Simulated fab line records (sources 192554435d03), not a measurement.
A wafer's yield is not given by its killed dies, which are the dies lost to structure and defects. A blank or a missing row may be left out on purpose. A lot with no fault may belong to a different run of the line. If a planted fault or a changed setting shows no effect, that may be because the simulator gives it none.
Matching of chambers / flow n5_finfet / 4 sister chambers for N5_BEOL_M5_DESCUM_16 on rie_diel-06
The step chemistry O2, time 7 s. 4 wafers are shown with their chamber, then 8 later ones without.

## WAFERS WITH THEIR CHAMBER
wafer=L077.5; chamber=3; oes_product_au (a.u.)=0.90
wafer=L085.4; chamber=2; oes_product_au (a.u.)=0.69
wafer=L088.6; chamber=0; oes_product_au (a.u.)=0.72
wafer=L089.2; chamber=1; oes_product_au (a.u.)=0.71

## WAFERS WITH NO CHAMBER GIVEN
wafer=L089.3; oes_product_au (a.u.)=0.71
wafer=L089.6; oes_product_au (a.u.)=0.72
wafer=L093.1; oes_product_au (a.u.)=0.70
wafer=L093.3; oes_product_au (a.u.)=0.85
wafer=L093.4; oes_product_au (a.u.)=0.68
wafer=L094.4; oes_product_au (a.u.)=0.68
wafer=L094.5; oes_product_au (a.u.)=0.87
wafer=L094.6; oes_product_au (a.u.)=0.68

## EACH ONE'S CHAMBER
wafer=L089.3; from the rows above=can't be placed: 1 or 0 or 2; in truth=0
wafer=L089.6; from the rows above=can't be placed: 0 or 1 or 2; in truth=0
wafer=L093.1; from the rows above=can't be placed: 1 or 2 or 0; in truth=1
wafer=L093.3; from the rows above=3; in truth=3
wafer=L093.4; from the rows above=can't be placed: 2 or 1 or 0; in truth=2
wafer=L094.4; from the rows above=can't be placed: 2 or 1 or 0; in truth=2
wafer=L094.5; from the rows above=3; in truth=3
wafer=L094.6; from the rows above=can't be placed: 2 or 1 or 0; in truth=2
Correct placement for 2 of the 8. These rows do not allow placing 6 (true chamber among the candidates in 6). 0 placed wrongly.
How it was worked out, from the rows above alone: a wafer's distance from a chamber is the root of the sum, over the readings, of the square of ((its reading less the chamber's mean) divided by the reading's scatter). The wafer belongs to the nearest chamber; if the next one is less than 2 further off, it can't be placed. The mean given for a chamber averages the wafers shown for that chamber. The scatter: root of mean squared gap, hidden wafer to nearest shown wafer, with one shown wafer a chamber.
